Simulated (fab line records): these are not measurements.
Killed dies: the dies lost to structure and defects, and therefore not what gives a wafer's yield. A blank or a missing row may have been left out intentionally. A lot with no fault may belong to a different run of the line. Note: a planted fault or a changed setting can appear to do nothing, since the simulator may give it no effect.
Chamber matching :: flow n5-finfet :: N5_FIN_SAQP_HM_DEP_72 on pecvd-01: 3 sister chambers
The step deposits SiO2 from SiH4/N2O, target thk 12 nm, time 7.2 s. 3 wafers are shown with their chamber, then 12 later ones without.

== WAFERS WITH THEIR CHAMBER ==
wafer: L085.5
chamber: 0
showerhead-plenum-p-Torr (Torr): 7.90

wafer: L091.2
chamber: 2
showerhead-plenum-p-Torr (Torr): 7.91

wafer: L091.4
chamber: 1
showerhead-plenum-p-Torr (Torr): 8.29

== WAFERS WHOSE CHAMBER IS MISSING ==
wafer: L092.1
showerhead-plenum-p-Torr (Torr): 7.90

wafer: L092.4
showerhead-plenum-p-Torr (Torr): 7.89

wafer: L092.6
showerhead-plenum-p-Torr (Torr): 7.92

wafer: L094.2
showerhead-plenum-p-Torr (Torr): 7.89

wafer: L094.3
showerhead-plenum-p-Torr (Torr): 8.29

wafer: L094.4
showerhead-plenum-p-Torr (Torr): 7.89

wafer: L096.2
showerhead-plenum-p-Torr (Torr): 7.89

wafer: L096.3
showerhead-plenum-p-Torr (Torr): 7.89

wafer: L096.4
showerhead-plenum-p-Torr (Torr): 7.89

wafer: L097.1
showerhead-plenum-p-Torr (Torr): 8.28

wafer: L097.2
showerhead-plenum-p-Torr (Torr): 7.89

wafer: L097.4
showerhead-plenum-p-Torr (Torr): 8.30

== WHICH CHAMBER EACH ONE RAN IN ==
wafer: L092.1
from the rows above: can't be placed: 0 or 2
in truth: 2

wafer: L092.4
from the rows above: can't be placed: 0 or 2
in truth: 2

wafer: L092.6
from the rows above: can't be placed: 2 or 0
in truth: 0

wafer: L094.2
from the rows above: can't be placed: 0 or 2
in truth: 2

wafer: L094.3
from the rows above: 1
in truth: 1

wafer: L094.4
from the rows above: can't be placed: 0 or 2
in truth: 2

wafer: L096.2
from the rows above: can't be placed: 0 or 2
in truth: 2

wafer: L096.3
from the rows above: can't be placed: 0 or 2
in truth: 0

wafer: L096.4
from the rows above: can't be placed: 0 or 2
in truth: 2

wafer: L097.1
from the rows above: 1
in truth: 1

wafer: L097.2
from the rows above: can't be placed: 0 or 2
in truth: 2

wafer: L097.4
from the rows above: 1
in truth: 1
Correct placement for 3 of the 12. Not placeable from these rows: 9 (in 9, the candidates include the true chamber). 0 placed wrongly.
How it was worked out, from the rows above alone: a wafer's distance from a chamber is the root of the sum, over the readings, of the square of ((its reading less the chamber's mean) divided by the reading's scatter). The wafer belongs to the nearest chamber; if the next one is less than 2 further off, it can't be placed. The mean given for a chamber averages the wafers shown for that chamber. The scatter: root of mean squared gap, hidden wafer to nearest shown wafer, with one shown wafer a chamber.
